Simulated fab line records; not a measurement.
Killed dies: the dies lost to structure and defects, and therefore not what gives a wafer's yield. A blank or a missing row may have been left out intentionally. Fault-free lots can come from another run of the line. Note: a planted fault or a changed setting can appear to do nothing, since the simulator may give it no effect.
fab line records || flow nand-harc
record {"lots": 6, "wafers": 18, "last-day": 33}
route steps=1302 shown P_BONDPAD@385 A_START@389 A_ZERO_WELL@390 END@1302
lots untouched by any fault: they come from a run of this same line in which no faults occurred
start-h: the number of hours between the record's first day and the start of the first shown wafer of the lot || wait-h: time in hours since the lot's previous step || " as in the row above || L1.1+2: a row that stands for several wafers || - no value present, or no start provided || * or withheld: withheld || < > ~ a bound
route shown NAME@n: names a module that has steps shown in the file, with the first one's number in the route || usual: mean and standard deviation over wafers with no fault || same: alike in all rows || chamber/n: place in a boat || sites: readings site by site || _std_site: standard deviation across them || _edge_site: mean of outer sites minus mean of inner sites || radius-mm: how far each site lies from the wafer's centre || mask NAME#n: copy n || behind: the most recent tool/chamber to have shaped the wafer || hold: the reason the lot was held/the length of the hold in hours/how it ended || device: whichever transistor did not switch (one of n, p or np) || end of line: the tests these same wafers got at the end of their route || a step without rows: its recipe alone || killed: dies that structure and defects cost at the first sort, which is not the same as the wafer's yield || map: a wafer's dies, x killed, . not, _ none there
set.NAME: the setting that was run; set.NAME@STEP: the one run at that earlier step || model.NAME: the simulator's own value behind a step, which no gauge read
lots seen at some steps along the route; tables by step, rows by wafer
services: the hour from which a tool's chamber was out of use, counted from the record's first day as start-h (under 0 if before that day), plus the number of hours and why
## steps
# step NHARC_P_BONDPAD_INSPECT_23
# usual {"raw-defect-count": "339/110"}
{"lot.wafer": "L971.3", "tool": "defect-inspect-02", "chamber": "-", "start-h": 195.61, "wait-h": 0.0, "raw-defect-count": 262}
{"lot.wafer": "L971.5", "tool": "defect-inspect-02", "chamber": "-", "start-h": 195.61, "wait-h": 0.0, "raw-defect-count": 292}
{"lot.wafer": "L971.6", "tool": "defect-inspect-02", "chamber": "-", "start-h": 195.61, "wait-h": 0.0, "raw-defect-count": 370}
{"lot.wafer": "L973.1", "tool": "defect-inspect-02", "chamber": "-", "start-h": 212.23, "wait-h": 0.0, "raw-defect-count": 339}
{"lot.wafer": "L973.2", "tool": "defect-inspect-02", "chamber": "-", "start-h": 212.23, "wait-h": 0.0, "raw-defect-count": 256}
{"lot.wafer": "L973.6", "tool": "defect-inspect-02", "chamber": "-", "start-h": 212.23, "wait-h": 0.0, "raw-defect-count": 175}
{"lot.wafer": "L975.1", "tool": "defect-inspect-01", "chamber": "-", "start-h": 223.39, "wait-h": 0.0, "raw-defect-count": 248}
{"lot.wafer": "L975.4", "tool": "defect-inspect-01", "chamber": "-", "start-h": 223.39, "wait-h": 0.0, "raw-defect-count": 512}
{"lot.wafer": "L975.6", "tool": "defect-inspect-01", "chamber": "-", "start-h": 223.39, "wait-h": 0.0, "raw-defect-count": 557}
{"lot.wafer": "L980.1", "tool": "defect-inspect-01", "chamber": "-", "start-h": 287.83, "wait-h": 0.0, "raw-defect-count": 231}
{"lot.wafer": "L980.2", "tool": "defect-inspect-01", "chamber": "-", "start-h": 287.83, "wait-h": 0.0, "raw-defect-count": 318}
{"lot.wafer": "L980.3", "tool": "defect-inspect-01", "chamber": "-", "start-h": 287.83, "wait-h": 0.0, "raw-defect-count": 223}
{"lot.wafer": "L983.1", "tool": "defect-inspect-01", "chamber": "-", "start-h": 305.49, "wait-h": 0.0, "raw-defect-count": 198}
{"lot.wafer": "L983.3", "tool": "defect-inspect-01", "chamber": "-", "start-h": 305.49, "wait-h": 0.0, "raw-defect-count": 231}
{"lot.wafer": "L983.6", "tool": "defect-inspect-01", "chamber": "-", "start-h": 305.49, "wait-h": 0.0, "raw-defect-count": 241}
{"lot.wafer": "L987.3", "tool": "defect-inspect-01", "chamber": "-", "start-h": 343.11, "wait-h": 0.0, "raw-defect-count": 413}
{"lot.wafer": "L987.4", "tool": "defect-inspect-01", "chamber": "-", "start-h": 343.11, "wait-h": 0.0, "raw-defect-count": 249}
{"lot.wafer": "L987.6", "tool": "defect-inspect-01", "chamber": "-", "start-h": 343.11, "wait-h": 0.0, "raw-defect-count": 279}
# step NHARC_P_BONDPAD_ACTIVATE_29
# recipe {"time-s": 60, "n2-flow-sccm": 200, "ar-flow-sccm": 0, "bias-power-w": 0, "chemistry": "N2"}
# usual {"drypump-motor-current-A": "5.6/0.51", "oes-product-au": "0.997/0.0094", "rf-vpp-V": "64.2/0.86", "showerhead-plenum-p-Torr": "1.77/0.066"}
{"lot.wafer": "L971.3", "tool": "rie-diel-05", "chamber": 0, "start-h": 195.69, "wait-h": 0.1, "drypump-motor-current-A": 5.8, "oes-product-au": 0.994, "rf-hours-counter-h": 7.3, "rf-vpp-V": 65.1, "showerhead-plenum-p-Torr": 1.79}
{"lot.wafer": "L971.6", "tool": "rie-diel-05", "chamber": 3, "start-h": 195.69, "wait-h": 0.1, "drypump-motor-current-A": 4.6, "oes-product-au": 0.995, "rf-hours-counter-h": "-", "rf-vpp-V": 63.8, "showerhead-plenum-p-Torr": 1.72}
{"lot.wafer": "L971.5", "tool": "rie-diel-05", "chamber": 2, "start-h": 195.69, "wait-h": 0.1, "drypump-motor-current-A": 5.1, "oes-product-au": 0.989, "rf-hours-counter-h": "-", "rf-vpp-V": 66.1, "showerhead-plenum-p-Torr": 1.85}
{"lot.wafer": "L973.2", "tool": "rie-diel-08", "chamber": 3, "start-h": 212.30, "wait-h": 0.1, "drypump-motor-current-A": 6.5, "oes-product-au": 1.000, "rf-hours-counter-h": 6.4, "rf-vpp-V": 63.8, "showerhead-plenum-p-Torr": 1.81}
{"lot.wafer": "L973.1", "tool": "rie-diel-08", "chamber": 1, "start-h": 212.30, "wait-h": 0.1, "drypump-motor-current-A": 5.6, "oes-product-au": 0.998, "rf-hours-counter-h": 6.3, "rf-vpp-V": 65.5, "showerhead-plenum-p-Torr": 1.75}
{"lot.wafer": "L973.6", "tool": "rie-diel-08", "chamber": 2, "start-h": 212.30, "wait-h": 0.1, "drypump-motor-current-A": 5.9, "oes-product-au": 0.989, "rf-hours-counter-h": "-", "rf-vpp-V": 64.4, "showerhead-plenum-p-Torr": 1.65}
{"lot.wafer": "L975.1", "tool": "rie-diel-05", "chamber": 0, "start-h": 223.62, "wait-h": 0.2, "drypump-motor-current-A": 5.9, "oes-product-au": 0.997, "rf-hours-counter-h": 9.3, "rf-vpp-V": 64.2, "showerhead-plenum-p-Torr": 1.79}
{"lot.wafer": "L975.6", "tool": "rie-diel-05", "chamber": 3, "start-h": 223.62, "wait-h": 0.2, "drypump-motor-current-A": 4.7, "oes-product-au": 0.993, "rf-hours-counter-h": "-", "rf-vpp-V": 64.1, "showerhead-plenum-p-Torr": 1.72}
{"lot.wafer": "L975.4", "tool": "rie-diel-05", "chamber": 2, "start-h": 223.62, "wait-h": 0.2, "drypump-motor-current-A": 5.1, "oes-product-au": 0.989, "rf-hours-counter-h": "-", "rf-vpp-V": 64.0, "showerhead-plenum-p-Torr": 1.85}
{"lot.wafer": "L980.2", "tool": "rie-diel-08", "chamber": 0, "start-h": 287.89, "wait-h": 0.1, "drypump-motor-current-A": 5.8, "oes-product-au": 0.979, "rf-hours-counter-h": 1.2, "rf-vpp-V": 63.4, "showerhead-plenum-p-Torr": 1.79}
{"lot.wafer": "L980.1", "tool": "rie-diel-08", "chamber": 2, "start-h": 287.89, "wait-h": 0.1, "drypump-motor-current-A": 5.9, "oes-product-au": 1.004, "rf-hours-counter-h": 1.2, "rf-vpp-V": 64.3, "showerhead-plenum-p-Torr": 1.65}
{"lot.wafer": "L980.3", "tool": "rie-diel-08", "chamber": 3, "start-h": 287.89, "wait-h": 0.1, "drypump-motor-current-A": 6.5, "oes-product-au": 0.996, "rf-hours-counter-h": 1.3, "rf-vpp-V": 64.4, "showerhead-plenum-p-Torr": 1.81}
{"lot.wafer": "L983.3", "tool": "rie-diel-08", "chamber": 1, "start-h": 305.55, "wait-h": 0.1, "drypump-motor-current-A": 5.6, "oes-product-au": 1.003, "rf-hours-counter-h": 1.4, "rf-vpp-V": 64.5, "showerhead-plenum-p-Torr": 1.75}
{"lot.wafer": "L983.1", "tool": "rie-diel-08", "chamber": 2, "start-h": 305.55, "wait-h": 0.1, "drypump-motor-current-A": 5.8, "oes-product-au": 0.995, "rf-hours-counter-h": 1.4, "rf-vpp-V": 65.0, "showerhead-plenum-p-Torr": 1.65}
{"lot.wafer": "L983.6", "tool": "rie-diel-08", "chamber": 1, "start-h": 305.55, "wait-h": 0.1, "drypump-motor-current-A": 5.5, "oes-product-au": 1.004, "rf-hours-counter-h": "-", "rf-vpp-V": 63.1, "showerhead-plenum-p-Torr": 1.75}
{"lot.wafer": "L987.3", "tool": "rie-diel-08", "chamber": 1, "start-h": 343.17, "wait-h": 0.1, "drypump-motor-current-A": 5.6, "oes-product-au": 1.000, "rf-hours-counter-h": 2.5, "rf-vpp-V": 64.6, "showerhead-plenum-p-Torr": 1.75}
{"lot.wafer": "L987.4", "tool": "rie-diel-08", "chamber": 0, "start-h": 343.17, "wait-h": 0.1, "drypump-motor-current-A": 5.8, "oes-product-au": 0.984, "rf-hours-counter-h": 2.5, "rf-vpp-V": 64.2, "showerhead-plenum-p-Torr": 1.79}
{"lot.wafer": "L987.6", "tool": "rie-diel-08", "chamber": 1, "start-h": 343.17, "wait-h": 0.1, "drypump-motor-current-A": 5.6, "oes-product-au": 1.009, "rf-hours-counter-h": "-", "rf-vpp-V": 64.3, "showerhead-plenum-p-Torr": 1.75}
# step NHARC_P_BONDPAD_PRECLEAN_30
# recipe {"time-s": 300, "temp-c": 23, "chemistry": "DIW"}
# step NHARC_P_BONDPAD_SRD_31
# recipe {"time-s": 30, "temp-c": 23, "dry-time-s": 20, "spin-rpm": 1500}
# step NHARC_A_START_INSPECT_01
# usual {"raw-defect-count": "3.3/1.9"}
{"lot.wafer": "L971.3", "tool": "defect-inspect-02", "chamber": "-", "start-h": 196.10, "wait-h": "-", "raw-defect-count": 3}
{"lot.wafer": "L971.5", "tool": "defect-inspect-02", "chamber": "-", "start-h": 196.10, "wait-h": "-", "raw-defect-count": 3}
{"lot.wafer": "L971.6", "tool": "defect-inspect-02", "chamber": "-", "start-h": 196.10, "wait-h": "-", "raw-defect-count": 3}
{"lot.wafer": "L973.1", "tool": "defect-inspect-01", "chamber": "-", "start-h": 212.69, "wait-h": "-", "raw-defect-count": 3}
{"lot.wafer": "L973.2", "tool": "defect-inspect-01", "chamber": "-", "start-h": 212.69, "wait-h": "-", "raw-defect-count": 2}
{"lot.wafer": "L973.6", "tool": "defect-inspect-01", "chamber": "-", "start-h": 212.69, "wait-h": "-", "raw-defect-count": 1}
{"lot.wafer": "L975.1", "tool": "defect-inspect-01", "chamber": "-", "start-h": 224.03, "wait-h": "-", "raw-defect-count": 4}
{"lot.wafer": "L975.4", "tool": "defect-inspect-01", "chamber": "-", "start-h": 224.03, "wait-h": "-", "raw-defect-count": 1}
{"lot.wafer": "L975.6", "tool": "defect-inspect-01", "chamber": "-", "start-h": 224.03, "wait-h": "-", "raw-defect-count": 5}
{"lot.wafer": "L980.1", "tool": "defect-inspect-02", "chamber": "-", "start-h": 288.30, "wait-h": "-", "raw-defect-count": 2}
{"lot.wafer": "L980.2", "tool": "defect-inspect-02", "chamber": "-", "start-h": 288.30, "wait-h": "-", "raw-defect-count": 3}
{"lot.wafer": "L980.3", "tool": "defect-inspect-02", "chamber": "-", "start-h": 288.30, "wait-h": "-", "raw-defect-count": 1}
{"lot.wafer": "L983.1", "tool": "defect-inspect-02", "chamber": "-", "start-h": 305.95, "wait-h": "-", "raw-defect-count": 2}
{"lot.wafer": "L983.3", "tool": "defect-inspect-02", "chamber": "-", "start-h": 305.95, "wait-h": "-", "raw-defect-count": 3}
{"lot.wafer": "L983.6", "tool": "defect-inspect-02", "chamber": "-", "start-h": 305.95, "wait-h": "-", "raw-defect-count": 6}
{"lot.wafer": "L987.3", "tool": "defect-inspect-02", "chamber": "-", "start-h": 343.58, "wait-h": "-", "raw-defect-count": 3}
{"lot.wafer": "L987.4", "tool": "defect-inspect-02", "chamber": "-", "start-h": 343.58, "wait-h": "-", "raw-defect-count": 4}
{"lot.wafer": "L987.6", "tool": "defect-inspect-02", "chamber": "-", "start-h": 343.58, "wait-h": "-", "raw-defect-count": 2}
# step NHARC_A_ZERO_WELL_PRECLEAN_00
# recipe {"time-s": 600, "temp-c": 120, "chemistry": "SPM"}
# step NHARC_A_ZERO_WELL_SRD_01
# step NHARC_A_ZERO_WELL_DEHYDRATE_02
# recipe {"temp-c": 150, "time-s": 120}
# step NHARC_A_ZERO_WELL_HMDS_03
# recipe {"time-s": 30}
# step NHARC_A_ZERO_WELL_COAT_18
# recipe {"temp-c": 200, "time-s": 65}
# step NHARC_A_ZERO_WELL_COAT_04
# recipe {"spin-rpm": 2000, "resist-thk-nm": 600}
# step NHARC_A_ZERO_WELL_SOFTBAKE_05
# recipe {"temp-c": 125, "time-s": 70}
# usual {"exhaust-pa": "45.1/0.93", "heater-power-total-W": "201.1/1.3"}
{"lot.wafer": "L971.3", "tool": "litho-track-02", "chamber": 0, "start-h": 196, "wait-h": "-", "exhaust-pa": 46.1, "heater-power-total-W": 199.0}
{"lot.wafer": "L971.5", "tool": "litho-track-02", "chamber": 0, "start-h": 196, "wait-h": "-", "exhaust-pa": 46.1, "heater-power-total-W": 202.4}
{"lot.wafer": "L971.6", "tool": "litho-track-02", "chamber": 0, "start-h": 196, "wait-h": "-", "exhaust-pa": 47.3, "heater-power-total-W": 200.3}
{"lot.wafer": "L973.1", "tool": "litho-track-02", "chamber": 0, "start-h": 213, "wait-h": "-", "exhaust-pa": 44.2, "heater-power-total-W": 207.3}
{"lot.wafer": "L973.2", "tool": "litho-track-02", "chamber": 0, "start-h": 213, "wait-h": "-", "exhaust-pa": 45.0, "heater-power-total-W": 199.2}
{"lot.wafer": "L973.6", "tool": "litho-track-02", "chamber": 0, "start-h": 213, "wait-h": "-", "exhaust-pa": 43.5, "heater-power-total-W": 199.4}
{"lot.wafer": "L975.1", "tool": "litho-track-02", "chamber": 0, "start-h": 224, "wait-h": "-", "exhaust-pa": 43.1, "heater-power-total-W": 207.5}
{"lot.wafer": "L975.4", "tool": "litho-track-02", "chamber": 0, "start-h": 224, "wait-h": "-", "exhaust-pa": 43.1, "heater-power-total-W": 202.6}
{"lot.wafer": "L975.6", "tool": "litho-track-02", "chamber": 0, "start-h": 224, "wait-h": "-", "exhaust-pa": 44.6, "heater-power-total-W": 202.0}
{"lot.wafer": "L980.1", "tool": "litho-track-05", "chamber": 0, "start-h": 288, "wait-h": "-", "exhaust-pa": 46.3, "heater-power-total-W": 199.2}
{"lot.wafer": "L980.2", "tool": "litho-track-05", "chamber": 0, "start-h": 288, "wait-h": "-", "exhaust-pa": 46.6, "heater-power-total-W": 200.0}
{"lot.wafer": "L980.3", "tool": "litho-track-05", "chamber": 0, "start-h": 288, "wait-h": "-", "exhaust-pa": 44.3, "heater-power-total-W": 199.2}
{"lot.wafer": "L983.1", "tool": "litho-track-05", "chamber": 0, "start-h": 306, "wait-h": "-", "exhaust-pa": 45.4, "heater-power-total-W": 202.5}
{"lot.wafer": "L983.3", "tool": "litho-track-05", "chamber": 0, "start-h": 306, "wait-h": "-", "exhaust-pa": 46.3, "heater-power-total-W": 199.9}
{"lot.wafer": "L983.6", "tool": "litho-track-05", "chamber": 0, "start-h": 306, "wait-h": "-", "exhaust-pa": 46.0, "heater-power-total-W": 201.3}
{"lot.wafer": "L987.3", "tool": "litho-track-02", "chamber": 0, "start-h": 343, "wait-h": "-", "exhaust-pa": 45.6, "heater-power-total-W": 199.6}
{"lot.wafer": "L987.4", "tool": "litho-track-02", "chamber": 0, "start-h": 343, "wait-h": "-", "exhaust-pa": 45.4, "heater-power-total-W": 199.1}
{"lot.wafer": "L987.6", "tool": "litho-track-02", "chamber": 0, "start-h": 343, "wait-h": "-", "exhaust-pa": 44.9, "heater-power-total-W": 200.2}
# step NHARC_A_ZERO_WELL_EBR_06
# step NHARC_END_SORT_01
# recipe {"temp-c": 25}
# usual {"killed-at-array": "56/21", "killed-at-other": "0.8/1", "killed-at-periphery": "3.6/2.8", "killed-dies": "60/20", "killed-open": "3.2/1.9", "killed-short": "2.4/1.6"}
# same {"gross-dies": 677}
{"lot.wafer": "L971.3", "tool": "prober-02", "chamber": 0, "start-h": 633.20, "wait-h": 3.1, "killed-at-array": 56, "killed-at-other": 0, "killed-at-periphery": 5, "killed-dies": 61, "killed-open": 3, "killed-short": 1}
{"lot.wafer": "L971.5", "tool": "prober-02", "chamber": 0, "start-h": 634.80, "wait-h": 3.7, "killed-at-array": 60, "killed-at-other": 1, "killed-at-periphery": 2, "killed-dies": 63, "killed-open": 6, "killed-short": 4}
{"lot.wafer": "L971.6", "tool": "prober-02", "chamber": 0, "start-h": 635.60, "wait-h": 4.0, "killed-at-array": 57, "killed-at-other": 0, "killed-at-periphery": 6, "killed-dies": 63, "killed-open": 5, "killed-short": 5}
{"lot.wafer": "L973.1", "tool": "prober-01", "chamber": 0, "start-h": 639.33, "wait-h": 2.5, "killed-at-array": 52, "killed-at-other": 0, "killed-at-periphery": 1, "killed-dies": 53, "killed-open": 2, "killed-short": 1}
{"lot.wafer": "L973.2", "tool": "prober-01", "chamber": 0, "start-h": 640.12, "wait-h": 2.8, "killed-at-array": 58, "killed-at-other": 0, "killed-at-periphery": 2, "killed-dies": 60, "killed-open": 5, "killed-short": 1}
{"lot.wafer": "L973.6", "tool": "prober-01", "chamber": 0, "start-h": 643.25, "wait-h": 3.9, "killed-at-array": 45, "killed-at-other": 1, "killed-at-periphery": 1, "killed-dies": 47, "killed-open": 3, "killed-short": 3}
{"lot.wafer": "L975.1", "tool": "prober-02", "chamber": 0, "start-h": 678.79, "wait-h": 2.5, "killed-at-array": 80, "killed-at-other": 2, "killed-at-periphery": 7, "killed-dies": 89, "killed-open": 2, "killed-short": 2}
{"lot.wafer": "L975.4", "tool": "prober-02", "chamber": 0, "start-h": 681.17, "wait-h": 3.4, "killed-at-array": 86, "killed-at-other": 3, "killed-at-periphery": 1, "killed-dies": 90, "killed-open": 2, "killed-short": 1}
{"lot.wafer": "L975.6", "tool": "prober-02", "chamber": 0, "start-h": 682.77, "wait-h": 4.0, "killed-at-array": 83, "killed-at-other": 0, "killed-at-periphery": 1, "killed-dies": 84, "killed-open": 2, "killed-short": 1}
{"lot.wafer": "L980.1", "tool": "prober-01", "chamber": 0, "start-h": 708.37, "wait-h": 2.5, "killed-at-array": 87, "killed-at-other": 0, "killed-at-periphery": 4, "killed-dies": 91, "killed-open": 5, "killed-short": 2}
{"lot.wafer": "L980.2", "tool": "prober-01", "chamber": 0, "start-h": 709.16, "wait-h": 2.8, "killed-at-array": 85, "killed-at-other": 0, "killed-at-periphery": 2, "killed-dies": 87, "killed-open": 2, "killed-short": 4}
{"lot.wafer": "L980.3", "tool": "prober-01", "chamber": 0, "start-h": 709.95, "wait-h": 3.1, "killed-at-array": 80, "killed-at-other": 0, "killed-at-periphery": 1, "killed-dies": 81, "killed-open": 3, "killed-short": 3}
{"lot.wafer": "L983.1", "tool": "prober-01", "chamber": 0, "start-h": 725.05, "wait-h": 2.5, "killed-at-array": 44, "killed-at-other": 1, "killed-at-periphery": 4, "killed-dies": 49, "killed-open": 3, "killed-short": 6}
{"lot.wafer": "L983.3", "tool": "prober-01", "chamber": 0, "start-h": 726.64, "wait-h": 3.1, "killed-at-array": 47, "killed-at-other": 2, "killed-at-periphery": 3, "killed-dies": 52, "killed-open": 6, "killed-short": 2}
{"lot.wafer": "L983.6", "tool": "prober-01", "chamber": 0, "start-h": 729.02, "wait-h": 4.0, "killed-at-array": 43, "killed-at-other": 0, "killed-at-periphery": 4, "killed-dies": 47, "killed-open": 4, "killed-short": 5}
{"lot.wafer": "L987.3", "tool": "prober-02", "chamber": 0, "start-h": 794.08, "wait-h": 3.1, "killed-at-array": 63, "killed-at-other": 1, "killed-at-periphery": 2, "killed-dies": 66, "killed-open": 4, "killed-short": 3}
{"lot.wafer": "L987.4", "tool": "prober-02", "chamber": 0, "start-h": 794.90, "wait-h": 3.4, "killed-at-array": 50, "killed-at-other": 0, "killed-at-periphery": 1, "killed-dies": 51, "killed-open": 3, "killed-short": 0}
{"lot.wafer": "L987.6", "tool": "prober-02", "chamber": 0, "start-h": 796.52, "wait-h": 4.1, "killed-at-array": 47, "killed-at-other": 0, "killed-at-periphery": 3, "killed-dies": 50, "killed-open": 1, "killed-short": 4}
# killed by level:class
L971.3 A_CHANNEL_HOLE_D2:chamber-film-flake=36 A_CHANNEL_FILL_D2:chamber-film-flake=4 P_STI:chamber-film-flake=3 A_CHANNEL_HOLE_D1:chamber-film-flake=3 A_STAIRCASE:chamber-film-flake=3 A_CONTACT:chamber-film-flake=3 A_WL_FILL:chamber-film-flake=2 A_M1:chamber-film-flake=2
L971.5 A_CHANNEL_HOLE_D2:chamber-film-flake=40 A_CHANNEL_HOLE_D1:chamber-film-flake=3 A_DECK1_JOINT:geometric-particle:open=2 A_DECK1_JOINT:geometric-particle:short=2 A_CHANNEL_FILL_D2:chamber-film-flake=2 A_WL_FILL:chamber-film-flake=2 P_GATE:geometric-particle:open=1 A_ONON_D1:geometric-particle:short=1
L971.6 A_CHANNEL_HOLE_D2:chamber-film-flake=35 A_CHANNEL_FILL_D2:chamber-film-flake=3 A_ONON_D2:geometric-particle:short=2 A_WL_FILL:geometric-particle:short=2 A_CONTACT:geometric-particle:open=2 P_STI:chamber-film-flake=2 P_GATE:chamber-film-flake=2 A_CHANNEL_HOLE_D1:chamber-film-flake=2
L973.1 A_SLIT:chamber-film-flake=30 A_CHANNEL_HOLE_D2:chamber-film-flake=9 A_STAIRCASE:chamber-film-flake=5 A_CHANNEL_HOLE_D1:chamber-film-flake=2 A_DECK1_JOINT:chamber-film-flake=2 A_CONTACT:chamber-film-flake=2 P_M1:geometric-particle:short=1 A_DECK1_JOINT:geometric-particle:open=1
L973.2 A_CHANNEL_HOLE_D2:chamber-film-flake=18 A_SLIT:chamber-film-flake=18 A_CHANNEL_HOLE_D1:chamber-film-flake=5 A_CONTACT:chamber-film-flake=5 A_STAIRCASE:chamber-film-flake=4 P_M0:geometric-particle:open=1 A_ONON_D1:geometric-particle:open=1 A_CHANNEL_HOLE_D1:geometric-particle:open=1
L973.6 A_SLIT:chamber-film-flake=21 A_CHANNEL_HOLE_D2:chamber-film-flake=7 A_DECK1_JOINT:chamber-film-flake=4 A_CHANNEL_HOLE_D1:chamber-film-flake=3 A_STAIRCASE:chamber-film-flake=3 P_M0:geometric-particle:open=1 A_ONON_D2:geometric-particle:short=1 A_CHANNEL_FILL_D2:geometric-particle:short=1
L975.1 A_CHANNEL_HOLE_D1:chamber-film-flake=33 A_SLIT:chamber-film-flake=29 A_CHANNEL_HOLE_D2:chamber-film-flake=9 A_CONTACT:chamber-film-flake=6 P_ZERO_WELL:chamber-film-flake=3 A_CHANNEL_FILL_D1:chamber-film-flake=2 THIN_TSV:chamber-film-flake=2 P_ZERO_WELL:geometric-particle:short=1
L975.4 A_CHANNEL_HOLE_D1:chamber-film-flake=38 A_SLIT:chamber-film-flake=29 A_CHANNEL_HOLE_D2:chamber-film-flake=10 A_STAIRCASE:chamber-film-flake=3 A_CONTACT:chamber-film-flake=2 HYBRID_BOND:chamber-film-flake=2 A_ONON_D2:geometric-particle:open=1 A_CHANNEL_FILL_D2:geometric-particle:open=1
L975.6 A_CHANNEL_HOLE_D1:chamber-film-flake=32 A_SLIT:chamber-film-flake=27 A_CHANNEL_HOLE_D2:chamber-film-flake=9 A_STAIRCASE:chamber-film-flake=4 A_CONTACT:chamber-film-flake=4 A_CHANNEL_FILL_D2:geometric-particle:open=1 A_WL_FILL:geometric-particle:short=1 A_WL_FILL:geometric-particle:open=1
L980.1 A_CHANNEL_HOLE_D1:chamber-film-flake=29 A_SLIT:chamber-film-flake=27 A_CHANNEL_HOLE_D2:chamber-film-flake=18 A_STAIRCASE:chamber-film-flake=4 A_M0:geometric-particle:open=2 A_CHANNEL_FILL_D2:chamber-film-flake=2 P_M0:geometric-particle:open=1 A_SOURCE_PLATE:geometric-particle:short=1
L980.2 A_CHANNEL_HOLE_D1:chamber-film-flake=31 A_SLIT:chamber-film-flake=31 A_CHANNEL_HOLE_D2:chamber-film-flake=11 A_STAIRCASE:chamber-film-flake=5 A_ONON_D1:geometric-particle:short=1 A_CHANNEL_HOLE_D1:geometric-particle:short=1 A_CHANNEL_FILL_D1:geometric-particle:short=1 A_DECK1_JOINT:geometric-particle:short=1
L980.3 A_CHANNEL_HOLE_D1:chamber-film-flake=27 A_SLIT:chamber-film-flake=23 A_CHANNEL_HOLE_D2:chamber-film-flake=15 A_STAIRCASE:chamber-film-flake=8 P_CONTACT:geometric-particle:open=1 A_SOURCE_PLATE:geometric-particle:open=1 A_CHANNEL_FILL_D2:geometric-particle:short=1 A_SGD_CUT:geometric-particle:short=1
L983.1 A_SLIT:chamber-film-flake=24 A_CHANNEL_HOLE_D1:chamber-film-flake=6 A_CONTACT:chamber-film-flake=6 P_STI:geometric-particle:short=2 A_ONON_D1:geometric-particle:short=2 A_WL_FILL:geometric-particle:open=2 P_GATE:chamber-film-flake=2 A_CHANNEL_FILL_D1:geometric-particle:short=1
L983.3 A_SLIT:chamber-film-flake=22 A_CHANNEL_HOLE_D1:chamber-film-flake=9 A_CONTACT:chamber-film-flake=7 P_GATE:geometric-particle:open=1 P_M1:geometric-particle:open=1 A_ONON_D1:geometric-particle:short=1 A_CHANNEL_HOLE_D1:geometric-particle:short=1 A_WL_FILL:geometric-particle:open=1
L983.6 A_SLIT:chamber-film-flake=25 A_CONTACT:chamber-film-flake=9 A_CHANNEL_HOLE_D1:chamber-film-flake=3 P_CONTACT:geometric-particle:open=1 P_M0:geometric-particle:short=1 P_M1:geometric-particle:short=1 P_M1:geometric-particle:open=1 A_ONON_D1:geometric-particle:short=1
L987.3 A_CHANNEL_HOLE_D1:chamber-film-flake=20 A_SLIT:chamber-film-flake=14 A_CONTACT:chamber-film-flake=14 A_CHANNEL_HOLE_D2:chamber-film-flake=3 A_STAIRCASE:chamber-film-flake=3 A_ONON_D2:geometric-particle:open=1 A_CHANNEL_FILL_D2:geometric-particle:open=1 A_WL_FILL:geometric-particle:short=1
L987.4 A_CHANNEL_HOLE_D1:chamber-film-flake=17 A_CONTACT:chamber-film-flake=17 A_SLIT:chamber-film-flake=5 A_WL_FILL:chamber-film-flake=3 A_M1:chamber-film-flake=3 P_GATE:geometric-particle:open=1 A_DECK1_JOINT:geometric-particle:open=1 A_BLC:geometric-particle:open=1
L987.6 A_SLIT:chamber-film-flake=15 A_CHANNEL_HOLE_D1:chamber-film-flake=14 A_CONTACT:chamber-film-flake=13 A_WL_FILL:chamber-film-flake=2 P_CONTACT:geometric-particle:short=1 P_M1:geometric-particle:short=1 A_WL_FILL:geometric-particle:short=1 A_CONTACT:geometric-particle:short=1
## services
{"tool": "rie-diel-05", "chamber": 1, "start-h": 193.36, "hours": 6.4, "kind": "repair"}
{"tool": "rie-diel-08", "chamber": 0, "start-h": 194.30, "hours": "-", "kind": "clean"}
{"tool": "rie-diel-08", "chamber": 1, "start-h": 194.30, "hours": "-", "kind": "clean"}
{"tool": "rie-diel-08", "chamber": 2, "start-h": 194.30, "hours": "-", "kind": "clean"}
{"tool": "rie-diel-08", "chamber": 3, "start-h": 194.30, "hours": "-", "kind": "clean"}
{"tool": "rie-diel-05", "chamber": 1, "start-h": 210.38, "hours": 19.4, "kind": "repair"}
{"tool": "rie-diel-08", "chamber": "-", "start-h": 215.30, "hours": 9.0, "kind": "pm"}
{"tool": "rie-diel-08", "chamber": 0, "start-h": 215.30, "hours": 9.0, "kind": "vent-cycle"}
{"tool": "rie-diel-08", "chamber": 1, "start-h": 215.30, "hours": 9.0, "kind": "vent-cycle"}
{"tool": "rie-diel-08", "chamber": 2, "start-h": 215.30, "hours": 9.0, "kind": "vent-cycle"}
{"tool": "rie-diel-08", "chamber": 3, "start-h": 215.30, "hours": 9.0, "kind": "vent-cycle"}
{"tool": "rie-diel-08", "chamber": 0, "start-h": 224.30, "hours": "-", "kind": "clean"}
{"tool": "rie-diel-08", "chamber": 1, "start-h": 224.30, "hours": "-", "kind": "clean"}
{"tool": "rie-diel-08", "chamber": 2, "start-h": 224.30, "hours": "-", "kind": "clean"}
{"tool": "rie-diel-08", "chamber": 3, "start-h": 224.30, "hours": "-", "kind": "clean"}
{"tool": "litho-track-02", "chamber": "-", "start-h": 227.00, "hours": 7.0, "kind": "pm"}
{"tool": "rie-diel-05", "chamber": "-", "start-h": 232.31, "hours": 9.0, "kind": "pm"}
{"tool": "rie-diel-08", "chamber": 0, "start-h": 248.80, "hours": "-", "kind": "clean"}
{"tool": "rie-diel-08", "chamber": 1, "start-h": 248.80, "hours": "-", "kind": "clean"}
{"tool": "rie-diel-08", "chamber": 2, "start-h": 248.80, "hours": "-", "kind": "clean"}
{"tool": "rie-diel-08", "chamber": 3, "start-h": 248.80, "hours": "-", "kind": "clean"}
{"tool": "rie-diel-08", "chamber": 0, "start-h": 273.30, "hours": "-", "kind": "clean"}
{"tool": "rie-diel-08", "chamber": 1, "start-h": 273.30, "hours": "-", "kind": "clean"}
{"tool": "litho-track-05", "chamber": "-", "start-h": 299.04, "hours": 7.0, "kind": "pm"}
## key
first-sign {"step": "NHARC_A_ZERO_WELL_SOFTBAKE_05", "reading": "heater-power-total-W", "direction": "up", "sigmas": 4.9, "usual": "*", "struck": "*"}
effect none on later readings
met-at NHARC_A_ZERO_WELL_SOFTBAKE_05
struck-wafers L973.1,L975.1
tester-left-out L973,L975
onset-between 196 213
fault {"kind": "process-parameter-drift", "tool": "litho-track-02", "chamber": "-", "onset-h": 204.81, "steps": "NHARC_A_ZERO_WELL_SOFTBAKE_05", "channel": "time-s", "offset": "*", "shape": "step", "end-h": 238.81, "scope": "struck-wafers-only", "acts-in": "*", "stated": "*"}
# tester-left-out: of these lots the tester's yield and bins aren't shown, on N5 and GAA mostly nor the transistor test; their killed dies are dies lost to structure and defects alone, not to doping, threshold or leakage, so they don't give the yield
